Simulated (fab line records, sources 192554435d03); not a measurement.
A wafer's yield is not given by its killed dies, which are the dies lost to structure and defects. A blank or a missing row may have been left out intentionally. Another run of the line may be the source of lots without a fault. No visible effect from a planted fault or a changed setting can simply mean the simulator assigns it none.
Split-lot trial    flow n5Finfet    39 wafers read from 7 lots, route of 1938 steps

## THE SPLIT
At N5_FIN_CUT_EXPOSE_05 (exposes mask FIN CUT), the setting doseMj was moved away from the recipe's 45.75 on 12 of the 39 wafers read, by +2.5% to +6.9%. All remaining wafers had this setting at the recipe value.

## FROM THE SPLIT TO THE READING: what the file shows between them, 2 steps
- N5_FIN_CUT_PEB_06: peb time 60 s
- N5_FIN_CUT_DEVELOP_07: develop time 30 s

## THE READING
Shown in nm: cdNm at N5_FIN_CUT_CD_MEAS_08, with target cd 29.1 nm. A value of 29.06 nm with a standard deviation of 0.23 nm is what fault-free wafers of this fab line usually give.

wafer   tool, chamber at the split  doseMj as run  against the recipe  cdNm, nm  against lot-mates on the recipe
L074.1  euvScanner-01, 0            45.75          recipe              29.08     -
L074.2  euvScanner-01, 0            45.75          recipe              29.04     -
L074.3  euvScanner-01, 0            45.75          recipe              29.39     -
L074.4  euvScanner-01, 0            45.75          recipe              29.06     -
L074.5  euvScanner-01, 0            45.75          recipe              29.13     -
L074.6  euvScanner-01, 0            45.75          recipe              28.73     -
L076.1  euvScanner-01, 0            45.75          recipe              29.20     -
L076.2  euvScanner-01, 0            46.88          +2.5%               29.59     +0.45
L076.3  euvScanner-01, 0            45.75          recipe              29.30     -
L076.4  euvScanner-01, 0            46.88          +2.5%               29.62     +0.48
L076.5  euvScanner-01, 0            46.88          +2.5%               29.38     +0.24
L076.6  euvScanner-01, 0            45.75          recipe              28.91     -
L090.1  euvScanner-01, 0            48.19          +5.3%               29.44     +0.49
L090.2  euvScanner-01, 0            48.19          +5.3%               29.98     +1.03
L090.3  euvScanner-01, 0            48.19          +5.3%               30.13     +1.18
L090.4  euvScanner-01, 0            45.75          recipe              29.15     -
L090.5  euvScanner-01, 0            45.75          recipe              28.67     -
L090.6  euvScanner-01, 0            45.75          recipe              29.03     -
L091.1  euvScanner-01, 0            45.75          recipe              29.16     -
L091.2  euvScanner-01, 0            45.75          recipe              28.95     -
L091.3  euvScanner-01, 0            45.75          recipe              28.83     -
L091.4  euvScanner-01, 0            45.75          recipe              29.08     -
L091.5  euvScanner-01, 0            45.75          recipe              28.77     -
L091.6  euvScanner-01, 0            45.75          recipe              28.83     -
L092.1  euvScanner-01, 0            48.92          +6.9%               30.60     +1.71
L092.2  euvScanner-01, 0            45.75          recipe              28.61     -
L092.3  euvScanner-01, 0            48.92          +6.9%               30.09     +1.20
L092.4  euvScanner-01, 0            45.75          recipe              29.26     -
L092.5  euvScanner-01, 0            45.75          recipe              28.79     -
L092.6  euvScanner-01, 0            48.92          +6.9%               30.15     +1.26
L093.1  euvScanner-02, 0            45.75          recipe              28.98     -
L093.2  euvScanner-02, 0            45.75          recipe              28.72     -
L093.3  euvScanner-02, 0            48.31          +5.6%               29.49     +0.65
L093.4  euvScanner-02, 0            48.31          +5.6%               30.04     +1.20
L093.5  euvScanner-02, 0            45.75          recipe              28.82     -
L093.6  euvScanner-02, 0            48.31          +5.6%               29.75     +0.91
L095.2  euvScanner-01, 0            45.75          recipe              28.98     -
L095.5  euvScanner-01, 0            45.75          recipe              28.91     -
L095.6  euvScanner-01, 0            45.75          recipe              29.03     -

THE FIT
A straight line over all 39 wafers: cdNm changes by +0.17 nm for each +1% of doseMj; r = +0.89; the points scatter about the line by 0.22 nm.
The same after taking each lot's own level away (the mean of its wafers on the recipe; 39 wafers): +0.182 nm for each +1%; r = +0.92; scatter 0.2 nm.
The reading moves by 1.3 nm for the largest change in doseMj, on that fit.
Across the lots, their own levels run from 28.840 to 29.137 nm, a range of 1.3 times the standard deviation given above.
The two slopes are in agreement: the lot-to-lot level therefore moves the slope only a little.
Check: +1.18 nm against its lot-mates is what the line predicts for one of the wafers moved furthest among these (+6.9%) when that wafer is left out of the fit. Against them it came out at +1.71 nm.

## OTHER SPLITS APPLIED TO THESE WAFERS
These wafers also went through other splits before the reading. Each is held against what the fit with the lots' levels taken away leaves over:
other split on the same wafers     wafers away from the commonest value  r with cdNm (lot level and that fit taken away)
N5_ZERO_LAYER_PECVD_02 targetThkA  15                                    +0.07
N5_WELL_APT_IMPLANT_31 energyKev   12                                    +0.01
N5_WELL_APT_EPI_41 timeS           18                                    +0.17

## THE WHOLE CHAIN: every reading that the file lists as answering this split, in the file's order
step                    what it does                                                              reading                                                              change (the file's fit)                r (the file's)
N5_FIN_CUT_CD_MEAS_08   target cd 29.1 nm                                                         cdNm                                                                 +0.181 nm for each +1% of the setting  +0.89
N5_FIN_CUT_ETCH_30      etches underlayer in N2/H2, target depth 13 nm, time 10.4 s               FIN_CUT.cdOffsetNm (the simulator's own value, which no gauge read)  +0.176 nm for each +1% of the setting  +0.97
N5_FIN_CUT_ETCH_20      etches SiARC in CF4, target depth 26 nm, time 43.3 s                      FIN_CUT.cdOffsetNm (the simulator's own value, which no gauge read)  +0.172 nm for each +1% of the setting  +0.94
N5_FIN_CUT_ETCH_21      etches SOC in N2/H2, target depth 219 nm, overetch 43.8 nm, time 523.5 s  FIN_CUT.cdOffsetNm (the simulator's own value, which no gauge read)  +0.199 nm for each +1% of the setting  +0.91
N5_FIN_CUT_CUT_ETCH_26  etches SiNx in CH3F/O2, target depth 39 nm, time 55.7 s                   FIN_CUT.cdOffsetNm (the simulator's own value, which no gauge read)  +0.191 nm for each +1% of the setting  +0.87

## THE FILE'S OWN FIT
cdNm changes by +0.181 nm for each +1% of doseMj, r = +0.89.
